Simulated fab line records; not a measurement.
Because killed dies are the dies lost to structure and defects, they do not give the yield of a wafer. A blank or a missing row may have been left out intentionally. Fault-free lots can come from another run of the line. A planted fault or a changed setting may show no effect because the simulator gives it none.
Which tool did it?    flow nand_harc    12 lots, 36 wafers sampled, at 5 steps of a route of 1302

## WHAT THE GAUGES SHOWED, per wafer
NHARC_A_BLC_CD_MEAS_19.
lot   measured      on         cd_nm (nm)
L580  day 22 11:39  cd_sem-03  98.7 97.3 98.5
L582  day 23 14:17  cd_sem-01  99.9 99.0 98.9
L583  day 23 20:46  cd_sem-03  99.1 98.2 100.2
L590  day 27 21:01  cd_sem-01  100.0 100.5 100.5
L592  day 27 22:48  cd_sem-01  99.7 100.9 99.8
L594  day 28 06:13  cd_sem-01  99.2 99.5 100.9
L595  day 30 01:01  cd_sem-03  99.3 99.5 95.5
L597  day 30 03:01  cd_sem-03  100.1 97.9 100.9
L598  day 30 19:24  cd_sem-02  98.4 101.9 100.7
L600  day 31 01:03  cd_sem-03  100.0 101.4 101.9
L601  day 31 13:30  cd_sem-02  102.3 102.9 100.6
L602  day 32 08:37  cd_sem-01  97.5 98.8 98.5

NHARC_END_SORT_01.
lot   measured      on         killed_at_array  killed_at_other  killed_at_periphery  killed_dies  killed_open  killed_short
L595  day 31 19:02  prober-01  73 58 89         1 1 0            6 5 0                80 64 89     5 7 5        4 0 6
L598  day 32 17:50  prober-01  71 66 62         0 0 1            12 8 6               83 74 69     4 3 3        3 3 2

## TOOL THAT RAN EACH LOT (tool first, then ch and the chambers of the sampled wafers, then the start)
lot   NHARC_A_BLC_DESCUM_15               NHARC_A_BLC_ETCH_17                 NHARC_A_BLC_ETCH_18
L580  rie_diel-13 ch 0,2, day 22 10:41    rie_diel-13 ch 0,2, day 22 10:52    rie_diel-13 ch 0,2, day 22 11:39 or earlier
L582  rie_diel-06 ch 1,3, day 23 13:20    rie_diel-06 ch 0,2, day 23 13:32    rie_diel-06 ch 0,2,3, day 23 14:17 or earlier
L583  rie_diel-13 ch 0,1,3, day 23 19:49  rie_diel-13 ch 1,2,3, day 23 20:07  rie_diel-13 ch 1,2, day 23 20:46 or earlier
L590  rie_diel-13 ch 0,3, day 27 20:03    rie_diel-13 ch 0,1,3, day 27 20:16  rie_diel-13 ch 0,2,3, day 27 21:01 or earlier
L592  rie_diel-13 ch 0,2, day 27 21:50    rie_diel-13 ch 0,1, day 27 22:01    rie_diel-13 ch 1,3, day 27 22:48 or earlier
L594  rie_diel-06 ch 0,2, day 28 05:14    rie_diel-06 ch 0,2,3, day 28 05:25  rie_diel-06 ch 0,1,3, day 28 06:13 or earlier
L595  rie_diel-13 ch 0,1,3, day 30 00:00  rie_diel-02 ch 0,1, day 30 00:16    rie_diel-02 ch 0,2,3, day 30 01:01 or earlier
L597  rie_diel-06 ch 0,2,3, day 30 02:03  rie_diel-06 ch 1,2, day 30 02:14    rie_diel-06 ch 0,1,3, day 30 03:01 or earlier
L598  rie_diel-13 ch 1,2, day 30 18:26    rie_diel-13 ch 0,1, day 30 18:37    rie_diel-13 ch 1,2, day 30 19:24 or earlier
L600  rie_diel-06 ch 0,2,3, day 31 00:05  rie_diel-06 ch 0,1,3, day 31 00:15  rie_diel-06 ch 0,2,3, day 31 01:03 or earlier
L601  rie_diel-13 ch 0,1,3, day 31 12:32  rie_diel-13 ch 0,1,3, day 31 12:43  rie_diel-13 ch 0,1,3, day 31 13:30 or earlier
L602  rie_diel-13 ch 1,2, day 32 07:37    rie_diel-13 ch 1,2, day 32 07:52    rie_diel-13 ch 0,1,3, day 32 08:37 or earlier
- NHARC_A_BLC_DESCUM_15: chemistry O2, time 3 s.
- NHARC_A_BLC_ETCH_17: etches the open film in N2/H2, target depth 390 nm, time 609.38 s.
- NHARC_A_BLC_ETCH_18: etches the open film in C4F8/O2/Ar, target depth 910 nm.

## AS READ BY THE TOOLS THEMSELVES (means over the sampled wafers that have a number; for cases with no such wafer, the mark the record gives instead)
NHARC_A_BLC_DESCUM_15.
lot   tool         drypump_motor_current_A (A)  oes_product_au (a.u.)  rf_vpp_V (V)  showerhead_plenum_p_Torr (Torr)  throttle_valve_pct (%)
L580  rie_diel-13  5.7                          1.003                  57.9          1.93                             11.304
L582  rie_diel-06  5.9                          1.000                  57.8          1.86                             11.314
L583  rie_diel-13  5.7                          0.996                  56.6          1.86                             11.303
L590  rie_diel-13  6.1                          0.998                  57.5          1.86                             11.307
L592  rie_diel-13  6.0                          0.988                  58.1          1.89                             11.311
L594  rie_diel-06  5.3                          0.995                  57.8          1.89                             11.310
L595  rie_diel-13  5.7                          1.002                  56.6          1.85                             11.319
L597  rie_diel-06  5.5                          1.001                  57.4          1.88                             11.314
L598  rie_diel-13  5.3                          1.002                  58.7          1.92                             11.312
L600  rie_diel-06  5.5                          1.009                  57.8          1.88                             11.310
L601  rie_diel-13  5.7                          1.001                  57.4          1.85                             11.322
L602  rie_diel-13  5.2                          0.995                  57.2          1.88                             11.317

NHARC_A_BLC_ETCH_17.
lot   tool         drypump_motor_current_A (A)  oes_product_au (a.u.)  rf_vpp_V (V)  run_length_s (s)  showerhead_plenum_p_Torr (Torr)  throttle_valve_pct (%)
L580  rie_diel-13  6.0                          0.995                  430.1         630.8             2.02                             14.169
L582  rie_diel-06  5.3                          0.997                  430.3         630.6             2.02                             14.175
L583  rie_diel-13  5.4                          1.001                  429.3         630.5             2.02                             14.161
L590  rie_diel-13  5.7                          0.990                  428.5         589.3             1.98                             14.167
L592  rie_diel-13  5.5                          1.009                  428.4         589.1             1.97                             14.168
L594  rie_diel-06  5.5                          0.993                  429.9         630.2             2.00                             14.174
L595  rie_diel-02  5.3                          1.000                  430.1         630.1             2.01                             14.171
L597  rie_diel-06  5.6                          0.995                  429.7         630.5             1.98                             14.174
L598  rie_diel-13  5.5                          1.002                  428.9         630.9             1.97                             14.173
L600  rie_diel-06  5.5                          0.998                  429.1         629.9             1.99                             14.179
L601  rie_diel-13  5.7                          0.995                  428.8         630.9             1.97                             14.177
L602  rie_diel-13  5.3                          0.994                  430.2         630.6             2.05                             14.163

NHARC_A_BLC_ETCH_18.
lot   tool         oes_product_au (a.u.)  rf_vpp_V (V)
L580  rie_diel-13  0.930                  976.4
L582  rie_diel-06  0.962                  975.8
L583  rie_diel-13  0.984                  975.9
L590  rie_diel-13  0.921                  976.1
L592  rie_diel-13  0.920                  973.4
L594  rie_diel-06  0.928                  975.4
L595  rie_diel-02  0.927                  972.3
L597  rie_diel-06  0.961                  974.6
L598  rie_diel-13  0.974                  978.4
L600  rie_diel-06  0.924                  976.0
L601  rie_diel-13  0.927                  974.7
L602  rie_diel-13  0.952                  973.8

## THE ANSWER, worked out from the rows above alone
Rule: the lots themselves supply what counts as usual. The widest of any qualifying gaps counts: lots, ordered by their means at a reading, are off when they make up no more than a third of the lots, leave a main group of 4 or more, and stand apart from it by 3 or more times the standard deviation of that group's means. A main group whose means are all the same, to the digits that the tables above print for the reading, isn't used. Also off: a lot with no number at a reading for which 4 or more lots have one. All remaining lots with rows at the step are treated as sound. First the gauges in route order, then the tools' own readings, where a lot's mean is used as printed above. At the first step where some lot is off, the reading lying furthest off is the one used; lots without a number count as furthest.
Off, at NHARC_A_BLC_ETCH_17 on run_length_s: L590, L592. Main group: mean 630.5 s, sd 0.32.
A tool fits if, at that step or a process step before it, it ran every lot that is off, and no sound lot after the first of them. Not one of the candidates tried fits.

## WHAT WAS PUT IN BY THE SIMULATOR
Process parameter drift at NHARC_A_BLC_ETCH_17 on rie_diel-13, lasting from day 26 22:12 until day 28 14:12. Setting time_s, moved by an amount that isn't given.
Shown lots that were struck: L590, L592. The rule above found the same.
